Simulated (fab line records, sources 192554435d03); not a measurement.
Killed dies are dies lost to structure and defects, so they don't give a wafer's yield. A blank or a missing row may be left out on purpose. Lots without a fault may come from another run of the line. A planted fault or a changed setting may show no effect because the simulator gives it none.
A struck lot beside a sound one | flow n5_finfet | 15 steps out of a route of 1938
Sound: wafers L428.1, L428.5, L428.6. Struck: wafer L436.2. (L436.4, L436.6 of the same lot were not struck and are left out.) The cause comes at the end.
At each step with rows: each side's tool, then ch and its chambers, then its first start. Under that, the readings that differ: sound wafers | struck wafers | difference of the means | sigmas: that difference in standard deviations of wafers without a fault.
alike: readings whose means differ by less than 2 such deviations, and words and numbers that are the same on both sides. not compared: withheld readings, readings that some wafer has no value for, bounds like >300 that may hide the same value, and numbers for which the record gives no deviation and whose values overlap.
The two part at a step that has a row with sigmas, a row that says differs or no value, or rows on one side only. Numbers that don't overlap but have no deviation are shown without sigmas and don't part them. A reading that every wafer of one side lacks parts them only if that side has two wafers or more.

first, 1 step without rows for these wafers: N5_BEOL_M11_STRIP_73 (strips in C4F6/O2).
N5_BEOL_M11_STRIP_36: strips in N2/H2.
  sound on rie_diel-03 ch 1,2, day 12 22:14; struck on rie_diel-02 ch 0, day 15 13:44
  reading                     | sound       | struck | difference | sigmas
  drypump_motor_current_A (A) | 5.6 5.5 6.4 | 4.7    | -1.1       | -2
  alike: h2_flow_sccm, oes_product_au, rf_vpp_V, showerhead_plenum_p_Torr, throttle_valve_pct
  not compared: rf_hours_counter_h
N5_BEOL_M11_TRENCH_ETCH_37: etches SiCOH lowk in C4F6/O2, target depth 148.83 nm, time 48 s.
  sound on rie_diel-03 ch 1,2; struck on rie_diel-02 ch 0
  reading                     | sound       | struck | difference | sigmas
  drypump_motor_current_A (A) | 5.6 5.6 6.3 | 4.7    | -1.1       | -2
  alike: oes_product_au, rf_vpp_V, showerhead_plenum_p_Torr, throttle_valve_pct
  not compared: rf_hours_counter_h
N5_BEOL_M11_ETCH_41: etches SiCN in CH3F/O2, target depth 42.6 nm, time 86 s.
  sound on rie_diel-03 ch 1,2; struck on rie_diel-02 ch 0
  reading                     | sound       | struck | difference | sigmas
  drypump_motor_current_A (A) | 5.6 5.5 6.3 | 4.7    | -1.1       | -2
  alike: oes_product_au, rf_vpp_V, showerhead_plenum_p_Torr, throttle_valve_pct
  not compared: rf_hours_counter_h
then, 1 step without rows for these wafers: N5_BEOL_M11_STRIP_77 (strips in N2/H2, time 10 s).
N5_BEOL_M11_OCD_MEAS_38:
  sound on ocd-01, day 12 22:28; struck on ocd-01, day 15 13:58
  alike: trench_depth_nm
then, 4 steps without rows for these wafers: N5_BEOL_M11_HM_STRIP_39 (strips TiN in peroxide tin strip, target depth 25 nm, time 158 s); N5_BEOL_M11_SRD_40 (time 30 s); N5_BEOL_M11_PRECLEAN_42 (cleans in residue remover, time 60 s); N5_BEOL_M11_SRD_43 (time 30 s).
N5_BEOL_M11_CD_MEAS_35: target cd 70 nm.
  sound on cd_sem-03, day 12 22:37; struck on cd_sem-03, day 15 14:07
  alike: cd_nm
N5_BEOL_M11_CURE_72: cures SiCOH lowk, time 120 s.
  sound on uv_cure-03 ch 0, day 12 22:39; struck on uv_cure-03 ch 0, day 15 14:13
  alike: lamp_power_pct, wafer_temp_C_max
N5_BEOL_M11_DEGAS_44: time 60 s.
  sound on pvd_sputter-01, day 12 23:02; struck on pvd_sputter-01, day 15 14:37
  reading              | sound                | struck | difference | sigmas
  heater_power_w (W)   | 322 337 362          | 387    | +47        | +2
  susceptor_temp_C (C) | 250.17 249.87 249.96 | 262.99 | +12.99     | +72
N5_BEOL_M11_PRE_CLEAN_45: time 30 s.
  sound on pvd_sputter-01, day 12 23:05; struck on pvd_sputter-01, day 15 14:40
  alike: heater_power_w
N5_PASSIVATION_PROBE_49:
  the record has rows for the sound wafers here (prober-02, day 14 20:58) and none for the struck ones

WHERE THEY PART
First at N5_BEOL_M11_STRIP_36; last, within this record, at N5_PASSIVATION_PROBE_49.

WHY: what the simulator had put in
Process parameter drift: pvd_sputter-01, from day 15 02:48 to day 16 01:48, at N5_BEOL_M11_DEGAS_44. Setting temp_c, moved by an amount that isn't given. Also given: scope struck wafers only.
